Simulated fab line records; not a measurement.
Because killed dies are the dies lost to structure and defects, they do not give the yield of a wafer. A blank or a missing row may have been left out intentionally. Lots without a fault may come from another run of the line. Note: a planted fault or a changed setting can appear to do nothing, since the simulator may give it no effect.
What tool caused it?    flow n5-finfet    10 lots, 30 wafers sampled, at 5 steps of a route of 1938

## WHAT EACH GAUGE READ, for each wafer
N5_BEOL_M4_RC_MEAS_101.
lot   measured      on         DIBL_N (mV/V)
L441  day 8 01:04   prober-01  39.6 35.4 37.8
L439  day 8 09:23   prober-01  34.7 33.8 37.8
L440  day 8 09:34   prober-02  37.8 34.9 38.9
L449  day 10 14:43  prober-02  40.1 38.5 42.5
L448  day 10 14:59  prober-01  36.7 36.1 35.3
L450  day 10 16:55  prober-02  34.7 41.5 35.7
L457  day 12 20:48  prober-02  34.6 30.4 39.2
L460  day 13 03:29  prober-01  37.4 39.8 38.5
L459  day 13 05:25  prober-02  38.8 37.5 37.8
L461  day 13 10:34  prober-01  33.4 37.3 35.5

## WHAT TOOL EACH LOT RAN ON (gives the tool, then ch and the chambers of the sampled wafers, and finally the start)
lot   N5_BEOL_M3_ANNEAL_80          N5_BEOL_M3_SPUTTER_81         N5_BEOL_M3_ANNEAL_82          N5_BEOL_M3_ANNEAL_87
L441  pvd-sputter-01, day 7 14:38   pvd-sputter-01, day 7 14:47   pvd-sputter-01, day 7 14:52   pvd-sputter-01, day 7 15:05
L439  pvd-sputter-02, day 7 16:28   pvd-sputter-02, day 7 16:36   pvd-sputter-02, day 7 16:41   pvd-sputter-02, day 7 16:54
L440  pvd-sputter-02, day 7 19:46   pvd-sputter-02, day 7 19:54   pvd-sputter-02, day 7 19:59   pvd-sputter-02, day 7 20:12
L449  pvd-sputter-02, day 10 02:40  pvd-sputter-02, day 10 02:49  pvd-sputter-02, day 10 02:53  pvd-sputter-02, day 10 03:07
L448  pvd-sputter-01, day 10 03:04  pvd-sputter-01, day 10 03:13  pvd-sputter-01, day 10 03:17  pvd-sputter-01, day 10 03:31
L450  pvd-sputter-01, day 10 05:39  pvd-sputter-01, day 10 05:47  pvd-sputter-01, day 10 05:52  pvd-sputter-01, day 10 06:05
L457  pvd-sputter-01, day 12 08:39  pvd-sputter-01, day 12 08:47  pvd-sputter-01, day 12 08:52  pvd-sputter-01, day 12 09:05
L460  pvd-sputter-01, day 12 15:05  pvd-sputter-01, day 12 15:14  pvd-sputter-01, day 12 15:19  pvd-sputter-01, day 12 15:32
L459  pvd-sputter-02, day 12 18:59  pvd-sputter-02, day 12 19:07  pvd-sputter-02, day 12 19:12  pvd-sputter-02, day 12 19:25
L461  pvd-sputter-01, day 12 21:02  pvd-sputter-01, day 12 21:11  pvd-sputter-01, day 12 21:16  pvd-sputter-01, day 12 21:29
- N5_BEOL_M3_ANNEAL_80: time 240 s.
- N5_BEOL_M3_SPUTTER_81: material Cu, target thk 4.5 nm, time 8.29 s.
- N5_BEOL_M3_ANNEAL_82: time 240 s.
- N5_BEOL_M3_ANNEAL_87: time 240 s.

## THE ANSWER, worked out from the rows above alone
Rule: the lots themselves supply what counts as usual. The widest of any qualifying gaps counts: lots, ordered by their means at a reading, are off when they make up no more than a third of the lots, leave a main group of 4 or more, and stand apart from it by 3 or more times the standard deviation of that group's means. A main group whose means are all the same, to the digits that the tables above print for the reading, isn't used. A lot without any number at a reading at which 4 lots or more have one is off too. Where the step has rows for the other lots, those lots are counted as sound.
Nothing can be told from this: no lot is off at any reading shown.

## WHAT HAD BEEN PUT IN BY THE SIMULATOR
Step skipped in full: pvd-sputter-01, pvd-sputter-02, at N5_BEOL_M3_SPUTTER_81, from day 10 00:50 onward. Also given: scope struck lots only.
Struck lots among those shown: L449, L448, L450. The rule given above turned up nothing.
